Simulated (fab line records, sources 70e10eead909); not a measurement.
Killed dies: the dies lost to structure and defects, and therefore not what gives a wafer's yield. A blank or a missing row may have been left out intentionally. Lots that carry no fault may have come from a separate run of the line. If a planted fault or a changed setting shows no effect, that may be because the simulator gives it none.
Struck lot and sound lot, side by side || flow nand harc || 15 out of 1302 route steps
Sound: wafers L269.3, L269.4, L269.6. Struck: wafer L275.4 (L275.2, L275.6, from the same lot, were not struck and are left out); the cause is given at the end.
Each step with rows lists, per side, the tool, then ch with its chambers, then its first start. Under that, the readings that differ: sound wafers || struck wafers || difference of the means || sigmas: that difference in standard deviations of wafers without a fault.
alike: readings whose means differ by less than 2 such deviations, and words and numbers that are the same on both sides. not compared: withheld readings, readings that some wafer has no value for, bounds like >300 that may hide the same value, and numbers for which the record gives no deviation and whose values overlap.
The two part at a step that has a row with sigmas, a row that says differs or no value, or rows on one side only. Numbers that don't overlap but have no deviation are shown without sigmas and don't part them. A reading missing from all wafers of one side parts the sides only when that side holds two or more wafers.

first, 8 steps without rows for these wafers: NHARC_P_M0_HMDS_02 (time 30 s); NHARC_P_M0_COAT_33 (time 65 s); NHARC_P_M0_COAT_03 (resist thk 90 nm); NHARC_P_M0_SOFTBAKE_04 (time 55 s); NHARC_P_M0_EBR_05; NHARC_P_M0_EXPOSE_06 (exposes mask P M0, target cd 90 nm); NHARC_P_M0_PEB_07 (peb time 65 s); NHARC_P_M0_DEVELOP_08 (develop time 35 s).
NHARC_P_M0_CD_MEAS_09: the cd target is 90 nm.
  sound on cd sem-02 ch 0, day 6 16:20; struck on cd sem-03 ch 0, day 9 08:06
  alike: cd nm
NHARC_P_M0_OVL_MEAS_10: pitch 180 nm.
  sound on overlay-01 at day 6 16:26; struck on overlay-02 at day 9 08:11
  alike: overlay x nm, overlay y nm
NHARC_P_M0_INSPECT_11:
  sound on defect inspect-01 at day 6 16:28; struck on defect inspect-02 at day 9 08:13
  alike: raw defect count
NHARC_P_M0_DESCUM_14: chemistry O2, time 3 s.
  sound on rie diel-05 ch 0,2, day 6 16:31; struck on rie diel-05 ch 0, day 9 08:17
{"reading": "throttle valve pct (%)", "sound": "11.312 11.311 11.301", "struck": 11.335, "difference": "+0.027", "sigmas": "+3"}
  alike: drypump motor current A, oes product au, rf vpp V, showerhead plenum p Torr
  not compared: rf hours counter h
NHARC_P_M0_ETCH_34: etches the open film in N2/H2, target depth 40 nm, overetch 12 nm, time 43.94 s.
  sound on rie diel-05 ch 0,2,3, day 6 16:37; struck on rie diel-05 ch 0, day 9 08:22
{"reading": "run length s (s)", "sound": "65.0 64.8 65.3", "struck": 55.8, "difference": -9.2, "sigmas": -31}
  alike: drypump motor current A, oes product au, rf vpp V, showerhead plenum p Torr, throttle valve pct
  not compared: rf hours counter h
NHARC_P_M0_ETCH_15: etches the open film in C4F8/Ar, target depth 150 nm, overetch 15 nm, time 82.5 s.
  sound: rie diel-05 ch 0,2; struck: rie diel-05 ch 3
  alike: oes product au, rf vpp V, run length s
  not compared: rf hours counter h
-- record jumps: 19 days between struck wafers' starts before vs after; left off in module P_M0, resumes in module END, first step shown is number 1302 of the route --
NHARC_END_SORT_01:
  sound on prober-02 ch 0, day 25 11:10; struck on prober-02 ch 0, day 27 23:44
  alike: defect limited yield, killed at array, killed at other, killed at periphery, killed dies, killed open, killed short

== WHERE THEY PART ==
Earliest at NHARC_P_M0_DESCUM_14; latest, in this record, at NHARC_P_M0_ETCH_34. Later steps at which nothing parts them and some readings are alike: NHARC_P_M0_ETCH_15, NHARC_END_SORT_01.

WHY: what the simulator had put in
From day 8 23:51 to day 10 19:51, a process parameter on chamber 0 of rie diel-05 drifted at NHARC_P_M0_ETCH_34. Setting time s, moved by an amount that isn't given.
